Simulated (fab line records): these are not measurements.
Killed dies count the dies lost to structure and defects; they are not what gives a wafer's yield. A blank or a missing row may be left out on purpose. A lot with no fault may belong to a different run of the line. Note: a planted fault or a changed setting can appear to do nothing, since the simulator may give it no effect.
fab line records    flow n5-finfet
[record] lots = 7  wafers = 21  last-day = 18
route steps=1938 shown DUMMY_GATE@217
lots that met no fault: from a run of the same line without faults
start-h: the number of hours between the record's first day and the start of the first shown wafer of the lot    wait-h: how many hours have passed since the lot's step before this one    " same as the row above    L1.1+2: one row covering several wafers at once    - either no value or no given start    * or withheld: withheld    < > ~ a bound
route shown NAME@n: a module of which the file shows steps, and the number in the route of the first    usual: average and standard deviation across the fault-free wafers    same: alike in all rows    chamber/n: place in a boat    sites: per-site readings    _std_site: their standard deviation    _edge_site: the outer-site mean with the inner-site mean subtracted    radius-mm: how far each site lies from the wafer's centre    mask NAME#n: copy n    behind: tool/chamber where the wafer was last shaped    hold: cause of the lot's hold/its duration in hours/its outcome    device: transistor that didn't switch, given as n, p or np    end of line: tests of these same wafers at the route's end    a step with no rows: only its recipe    killed: dies lost to structure and defects at the first sort, not the wafer's yield    map: dies across one wafer; x = killed, . = not, _ = none there
set.NAME: the setting that was run; set.NAME@STEP: the one run at that earlier step    model.NAME: the simulator's own value behind a step, which no gauge read
lots at selected steps of the route; one table per step, one row per wafer
services: the hour from which a tool's chamber was out of use, counted from the record's first day as start-h (under 0 if before that day), plus the number of hours and why
[[steps]]
[step N5_DUMMY_GATE_SRD_47]
[recipe] dry-time-s = 32  dry = n2-spin  spin-rpm = 1500
[step N5_DUMMY_GATE_CMP_04]
[recipe] material = a-Si  post-cmp-clean = alkaline-brush
[usual] motor-current-A = 10.1/1.2  time-to-endpoint-s = 14.1/1.9
lot.wafer  tool    chamber  start-h  wait-h  motor-current-A  time-to-endpoint-s
L854.3     cmp-01  0        54.67    0.1     10.3             15.1
L854.6     "       2        "        "       9.6              14.4
L854.5     "       3        "        "       9.2              11.2
L865.4     cmp-04  3        119.26   0.1     8.8              17.0
L865.2     "       1        "        "       8.6              13.6
L865.5     "       3        "        "       8.6              16.4
L866.2     cmp-03  2        124.87   0.0     9.6              11.6
L866.3     "       3        "        "       11.4             12.9
L866.5     "       2        "        "       10.2             13.9
L867.4     cmp-03  1        131.10   0.0     9.1              16.8
L867.2     "       3        "        "       12.5             14.2
L867.3     "       0        "        "       10.8             14.5
L872.4     cmp-03  1        161.95   0.0     9.5              12.3
L872.2     "       2        "        "       10.1             12.5
L872.3     "       3        "        "       11.6             8.5
L874.2     cmp-04  0        178.74   0.1     12.3             12.7
L874.3     "       2        "        "       9.7              14.5
L874.6     "       1        "        "       8.5              13.5
L875.2     cmp-04  1        182.42   0.0     8.7              13.8
L875.4     "       0        "        "       12.7             14.0
L875.6     "       1        "        "       8.7              13.9
[step N5_DUMMY_GATE_THK_MEAS_05]
[usual] thk-nm = 72.2/0.98
lot.wafer  tool           chamber  start-h  wait-h  thk-nm
L854.3     film-metro-01  -        54.85    0.1     72.8
L854.5     "              -        "        "       70.8
L854.6     "              -        "        "       71.4
L865.2     film-metro-01  -        119.47   0.1     72.6
L865.4     "              -        "        "       72.4
L865.5     "              -        "        "       72.1
L866.2     film-metro-01  -        125.11   0.2     71.6
L866.3     "              -        "        "       71.8
L866.5     "              -        "        "       73.4
L867.2     film-metro-01  -        131.34   0.1     72.1
L867.3     "              -        "        "       70.9
L867.4     "              -        "        "       72.8
L872.2     film-metro-02  -        162.19   0.2     71.8
L872.3     "              -        "        "       70.7
L872.4     "              -        "        "       71.3
L874.2     film-metro-01  -        178.98   0.2     71.2
L874.3     "              -        "        "       71.7
L874.6     "              -        "        "       72.8
L875.2     film-metro-02  -        182.66   0.2     69.5
L875.4     "              -        "        "       72.5
L875.6     "              -        "        "       71.5
[step N5_DUMMY_GATE_HM_DEP_06]
[recipe] material = SiNx  target-thk-a = 800  precursor = DCS/NH3  temp-c = 700  pressure-mtorr = 300  time-s = 5141
[step N5_DUMMY_GATE_PECVD_30]
[recipe] material = SiO2  target-thk-a = 550  temp-c = 400  precursor = TEOS/O2  pressure-torr = 6.5  rf-w = withheld  teos-flow-sccm = withheld  gas = O2  flow-sccm = 2650  time-s = 10.8
[step N5_DUMMY_GATE_COAT_34]
[recipe] resist = SOC  temp-c = 250  time-s = 60  spin-rpm = 1500  resist-thk-nm = 60
[step N5_DUMMY_GATE_COAT_35]
[recipe] resist = SiARC  temp-c = 220  time-s = 60  spin-rpm = 1500  resist-thk-nm = 10
[step N5_DUMMY_GATE_COAT_28]
[recipe] resist = underlayer  temp-c = 205  time-s = 60  spin-rpm = 1500  resist-thk-nm = 10
[step N5_DUMMY_GATE_COAT_09]
[recipe] resist = CAR-EUV  spin-rpm = 1500  resist-thk-nm = 30
[step N5_DUMMY_GATE_EBR_11]
[recipe] solvent = PGMEA  ebr-width-mm = 1.5
[step N5_DUMMY_GATE_SOFTBAKE_10]
[recipe] temp-c = 110  time-s = 60  resist = CAR-EUV
[step N5_DUMMY_GATE_EXPOSE_12]
[recipe] mask-id = GATE  na = 0.33  source-shape = annular  sigma-inner = 0.2  sigma-outer = 0.6  polarization = unpolarized  target-cd-nm = 25  dose-mj = 34
[step N5_DUMMY_GATE_PEB_13]
[recipe] peb-temp-c = 100  peb-time-s = 60  resist = CAR-EUV
[usual] chill-plate-temp-C = 23.01/0.11  exhaust-pa = 45.0/0.95
lot.wafer  tool            chamber  start-h  wait-h  chill-plate-temp-C  exhaust-pa
L854.3     litho-track-02  0        59.08    0.0     23.05               46.1
L854.5     "               0        "        "       23.04               44.8
L854.6     "               0        "        "       22.98               45.2
L865.2     litho-track-02  -        123.69   0.0     -                   -
L865.4     "               -        "        "       -                   -
L865.5     "               -        "        "       -                   -
L866.2     litho-track-01  -        129.58   0.0     -                   -
L866.3     "               -        "        "       -                   -
L866.5     "               -        "        "       -                   -
L867.2     litho-track-02  -        137.52   0.0     -                   -
L867.3     "               -        "        "       -                   -
L867.4     "               -        "        "       -                   -
L872.2     litho-track-04  0        166.54   0.0     22.92               45.2
L872.3     "               0        "        "       22.99               46.2
L872.4     "               0        "        "       23.00               46.2
L874.2     litho-track-01  0        185.28   0.0     22.98               44.7
L874.3     "               0        "        "       22.92               45.6
L874.6     "               0        "        "       23.05               45.0
L875.2     litho-track-01  0        191.15   0.0     22.99               44.4
L875.4     "               0        "        "       23.13               45.1
L875.6     "               0        "        "       22.93               45.3
[step N5_DUMMY_GATE_DEVELOP_14]
[recipe] develop-time-s = 30  developer = TMAH  resist = CAR-EUV  rinse-liquid = surfactant-rinse  dry = air-spin  dev-temp-c = 23
[[services]]
tool    chamber  start-h  hours  kind
cmp-01  -        38.07    9.1    pm
cmp-03  -        45.00    3.0    repair
cmp-01  -        50.26    4.0    pm
cmp-03  -        53.50    3.4    repair
cmp-01  -        54.26    -      consumable-replace:conditioner
cmp-01  -        54.26    -      consumable-replace:pad
cmp-01  -        68.57    1.2    repair
cmp-03  -        87.60    6.7    repair
cmp-04  -        100.54   4.1    pm
cmp-04  -        106.85   0.5    repair
cmp-04  -        134.00   4.0    pm
cmp-04  -        138.00   -      consumable-replace:conditioner
cmp-04  -        138.00   -      consumable-replace:pad
cmp-01  -        148.41   7.1    pm
cmp-03  -        158.01   2.5    repair
cmp-03  -        175.35   4.0    pm
cmp-03  -        179.35   -      consumable-replace:conditioner
cmp-03  -        179.35   -      consumable-replace:pad
[[key]]
[first-sign] step = N5_DUMMY_GATE_PEB_13  reading = tool-record  direction = missing
effect none on later readings
met-at N5_DUMMY_GATE_PEB_13
struck-wafers L865.2,L865.4,L865.5,L866.2,L866.3,L866.5,L867.2,L867.3,L867.4
later-rows-left-out L865.2,L865.4,L865.5,L866.2,L866.3,L866.5,L867.2,L867.3,L867.4
sort-left-out L865.2,L865.4,L865.5,L866.2,L866.3,L866.5,L867.2,L867.3,L867.4
onset-between 59.08 123.69
[fault] kind = skipped-step-whole  tool = litho-track-01,litho-track-02  chamber = -  onset-h = 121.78  steps = N5_DUMMY_GATE_PEB_13  scope = struck-lots-only
// sort-left-out: the simulated sort isn't trusted on such a fault, so these wafers' sort isn't shown, and their yield isn't known
// later-rows-left-out: the simulator's readings of these wafers behind a module that went badly wrong aren't trusted and aren't shown, but for the sort
